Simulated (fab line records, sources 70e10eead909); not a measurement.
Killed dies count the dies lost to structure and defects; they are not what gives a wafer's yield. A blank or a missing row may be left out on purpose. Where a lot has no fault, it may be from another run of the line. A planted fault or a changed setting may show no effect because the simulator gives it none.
Struck lot and sound lot, side by side / flow nand-harc / 15 out of 1159 route steps
Sound: wafers L129.3, L129.5, L129.6. Struck: wafers L134.2, L134.4, L134.5. Last of all comes the cause.
Per side, at each step with rows, come the tool, then ch with its chambers, and then its first start. Under that, the readings that differ: sound wafers / struck wafers / difference of the means / sigmas: that difference in standard deviations of wafers without a fault.
alike: words and numbers the same on both sides, and readings whose means are apart by under 2 such deviations; not compared: readings that were withheld, readings missing a value for some wafer, numbers with overlapping values and no deviation given by the record, and bounds like >300 which may hide the same value.
A row with sigmas, a row that says differs or no value, or rows on one side alone: a step with any of these is where the two part. When numbers do not overlap yet have no deviation, they are printed without sigmas and do not part them. A reading missing from all wafers of one side parts the sides only when that side holds two or more wafers.

first, 4 steps without rows for these wafers: NHARC_P_M1_EBR_05; NHARC_P_M1_EXPOSE_06 (exposes mask P M1, target cd 130 nm); NHARC_P_M1_PEB_07 (peb time 65 s); NHARC_P_M1_DEVELOP_08 (develop time 35 s).
NHARC_P_M1_CD_MEAS_09 targets a cd of 130 nm.
  sound on cd-sem-02 ch 0, day 7 03:16; struck on cd-sem-01 ch 0, day 8 22:34
  alike: cd-nm
NHARC_P_M1_OVL_MEAS_10: pitch 260 nm.
  sound on overlay-02 at day 7 03:20; struck on overlay-01 at day 8 22:39
reading=overlay-x-nm (nm); sound=1.9 2.2 2.0; struck=-0.5 0.0 -0.2; difference=-2.3; sigmas=-3
  alike: overlay-y-nm
NHARC_P_M1_INSPECT_11:
  sound on defect-inspect-01 at day 7 03:23; struck on defect-inspect-02 at day 8 22:41
reading=raw-defect-count; sound=2 0 3; struck=8 5 9; difference=+6; sigmas=+2
NHARC_P_M1_DESCUM_14: chemistry O2, time 3 s.
  sound on rie-diel-10 ch 0,1, day 7 03:26; struck on rie-diel-04 ch 0,3, day 8 22:45
  alike: drypump-motor-current-A, oes-product-au, rf-vpp-V, showerhead-plenum-p-Torr, throttle-valve-pct
  not compared: rf-hours-counter-h
NHARC_P_M1_ETCH_35: etches the open film in N2/H2, target depth 40 nm, overetch 12 nm, time 43.94 s.
  sound on rie-diel-10 ch 0,2,3, day 7 03:32; struck on rie-diel-04 ch 2,3, day 8 22:50
  alike: drypump-motor-current-A, n2-flow-sccm, oes-product-au, rf-vpp-V, showerhead-plenum-p-Torr, throttle-valve-pct
  not compared: rf-hours-counter-h
NHARC_P_M1_ETCH_15: etches the open film in C4F8/Ar, target depth 182.5 nm, time 91.2 s.
  sound: rie-diel-10 ch 0,1,3; struck: rie-diel-04 ch 1,3
reading=oes-product-au (a.u.); sound=0.933 0.914 0.917; struck=0.967 0.970 0.975; difference=+0.049; sigmas=+2
  alike: rf-vpp-V
  not compared: rf-hours-counter-h
NHARC_P_M1_CD_MEAS_16:
  sound on cd-sem-01 at day 7 03:46; struck on cd-sem-02 at day 8 23:04
  alike: cd-nm
NHARC_P_M1_STRIP_18: strips in N2/H2.
  sound on rie-diel-10 ch 1,2,3, day 7 03:53; struck on rie-diel-06 ch 1,3, day 8 23:08
reading=throttle-valve-pct (%); sound=14.173 14.151 14.172; struck=14.174 14.184 14.198; difference=+0.020; sigmas=+2
  alike: drypump-motor-current-A, n2-flow-sccm, oes-product-au, rf-vpp-V, showerhead-plenum-p-Torr
  not compared: rf-hours-counter-h
NHARC_P_M1_ETCH_28: etches the open film in CF4/N2, target depth 30 nm, time 72.99 s.
  sound on rie-diel-10 ch 0,2,3, day 7 04:05; struck on rie-diel-06 ch 2,3, day 8 23:23
reading=oes-product-au (a.u.); sound=0.982 0.991 1.002; struck=0.816 0.825 0.827; difference=-0.169; sigmas=-15
  alike: drypump-motor-current-A, n2-flow-sccm, rf-vpp-V, showerhead-plenum-p-Torr, throttle-valve-pct
  not compared: rf-hours-counter-h
then, 1 step without rows for these wafers: NHARC_P_M1_STRIP_19 (strips in post etch residue remover, time 600 s).
-- break in the record here, with 13 days between the starts of the struck wafers on either side (left off in module P_M1, picked up again in module END, where the first step shown is number 1159 on the route) --
NHARC_END_SORT_01:
  sound on prober-02 ch 0, day 21 11:58; struck on prober-01 ch 0, day 22 10:29
reading=killed-at-periphery; sound=5 2 0; struck=5 13 11; difference=+7; sigmas=+3
  alike: defect-limited-yield, killed-at-array, killed-at-other, killed-dies, killed-open, killed-short, sort_bin_2_pct, sort_bin_3_pct, sort_bin_4_pct, sort-n-pass, sort-rim-yield-pct, sort-yield-pct

WHERE THEY PART
At NHARC_P_M1_OVL_MEAS_10 first; at NHARC_END_SORT_01 last (within this record only).

WHY: what had been put in by the simulator
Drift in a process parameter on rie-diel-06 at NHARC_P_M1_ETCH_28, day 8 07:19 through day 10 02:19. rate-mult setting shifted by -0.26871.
